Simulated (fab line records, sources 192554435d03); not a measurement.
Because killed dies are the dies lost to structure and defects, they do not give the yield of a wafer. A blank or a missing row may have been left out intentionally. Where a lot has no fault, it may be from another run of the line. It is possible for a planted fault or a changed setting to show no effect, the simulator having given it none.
Chamber matching || flow n5 finfet || rie diel-06 running N5_MOL_CONTACT_COAG_STRIP_98: 3 sister chambers
The step strips in N2/H2. 14 wafers are shown with their chamber, then 6 later ones without.

## WAFERS WITH THEIR CHAMBER
{"wafer": "L077.2", "chamber": 0, "drypump motor current A (A)": 6.4, "throttle valve pct (%)": 19.1, "showerhead plenum p Torr (Torr)": 3.40}
{"wafer": "L077.4", "chamber": 0, "drypump motor current A (A)": 6.4, "throttle valve pct (%)": 19.1, "showerhead plenum p Torr (Torr)": 3.40}
{"wafer": "L077.6", "chamber": 1, "drypump motor current A (A)": 5.7, "throttle valve pct (%)": 18.9, "showerhead plenum p Torr (Torr)": 3.28}
{"wafer": "L078.2", "chamber": 2, "drypump motor current A (A)": 4.9, "throttle valve pct (%)": 19.7, "showerhead plenum p Torr (Torr)": 3.35}
{"wafer": "L078.3", "chamber": 1, "drypump motor current A (A)": 5.8, "throttle valve pct (%)": 18.9, "showerhead plenum p Torr (Torr)": 3.28}
{"wafer": "L078.5", "chamber": 1, "drypump motor current A (A)": 5.8, "throttle valve pct (%)": 18.9, "showerhead plenum p Torr (Torr)": 3.28}
{"wafer": "L080.1", "chamber": 1, "drypump motor current A (A)": 5.8, "throttle valve pct (%)": 18.9, "showerhead plenum p Torr (Torr)": 3.28}
{"wafer": "L080.3", "chamber": 0, "drypump motor current A (A)": 6.4, "throttle valve pct (%)": 19.1, "showerhead plenum p Torr (Torr)": 3.40}
{"wafer": "L080.5", "chamber": 1, "drypump motor current A (A)": 5.7, "throttle valve pct (%)": 18.9, "showerhead plenum p Torr (Torr)": 3.27}
{"wafer": "L085.1", "chamber": 0, "drypump motor current A (A)": 6.4, "throttle valve pct (%)": 19.1, "showerhead plenum p Torr (Torr)": 3.39}
{"wafer": "L085.3", "chamber": 2, "drypump motor current A (A)": 4.9, "throttle valve pct (%)": 19.7, "showerhead plenum p Torr (Torr)": 3.34}
{"wafer": "L085.5", "chamber": 1, "drypump motor current A (A)": 5.7, "throttle valve pct (%)": 18.9, "showerhead plenum p Torr (Torr)": 3.27}
{"wafer": "L087.2", "chamber": 1, "drypump motor current A (A)": 5.8, "throttle valve pct (%)": 18.9, "showerhead plenum p Torr (Torr)": 3.26}
{"wafer": "L087.5", "chamber": 2, "drypump motor current A (A)": 4.9, "throttle valve pct (%)": 19.8, "showerhead plenum p Torr (Torr)": 3.34}

SIGNATURES, as means of the wafers listed above
{"reading": "drypump motor current A", "chamber 0": 6.400, "chamber 1": 5.757, "chamber 2": 4.900, "scatter within a chamber": 0.0395}
{"reading": "throttle valve pct", "chamber 0": 19.100, "chamber 1": 18.900, "chamber 2": 19.733, "scatter within a chamber": 0.0246}
{"reading": "showerhead plenum p Torr", "chamber 0": 3.3975, "chamber 1": 3.2743, "chamber 2": 3.3433, "scatter within a chamber": 0.00683}
Rule: distance of a wafer from a chamber = root of the sum over the readings of ((wafer's reading minus chamber's mean) / reading's scatter) squared. The wafer belongs to the nearest chamber; if the next one is less than 2 further off, it can't be placed. How the scatter is found: for the shown wafers, subtract from each reading the mean of its chamber, square and add these, divide the total by (wafers less chambers), then take the root.

## WAFERS WITHOUT THEIR CHAMBER
{"wafer": "L087.6", "drypump motor current A (A)": 6.4, "throttle valve pct (%)": 19.2, "showerhead plenum p Torr (Torr)": 3.39}
{"wafer": "L092.1", "drypump motor current A (A)": 6.4, "throttle valve pct (%)": 19.2, "showerhead plenum p Torr (Torr)": 3.38}
{"wafer": "L092.2", "drypump motor current A (A)": 4.9, "throttle valve pct (%)": 19.8, "showerhead plenum p Torr (Torr)": 3.33}
{"wafer": "L092.5", "drypump motor current A (A)": 4.9, "throttle valve pct (%)": 19.8, "showerhead plenum p Torr (Torr)": 3.33}
{"wafer": "L094.2", "drypump motor current A (A)": 6.4, "throttle valve pct (%)": 19.2, "showerhead plenum p Torr (Torr)": 3.38}
{"wafer": "L094.3", "drypump motor current A (A)": 4.9, "throttle valve pct (%)": 19.8, "showerhead plenum p Torr (Torr)": 3.33}

## WHICH CHAMBER EACH ONE RAN IN
{"wafer": "L087.6", "from the rows above": 0, "in truth": 0}
{"wafer": "L092.1", "from the rows above": 0, "in truth": 0}
{"wafer": "L092.2", "from the rows above": 2, "in truth": 2}
{"wafer": "L092.5", "from the rows above": 2, "in truth": 2}
{"wafer": "L094.2", "from the rows above": 0, "in truth": 0}
{"wafer": "L094.3", "from the rows above": 2, "in truth": 2}
6 of 6 placed correctly. From these rows, 0 cannot be placed. Wrongly placed: 0.
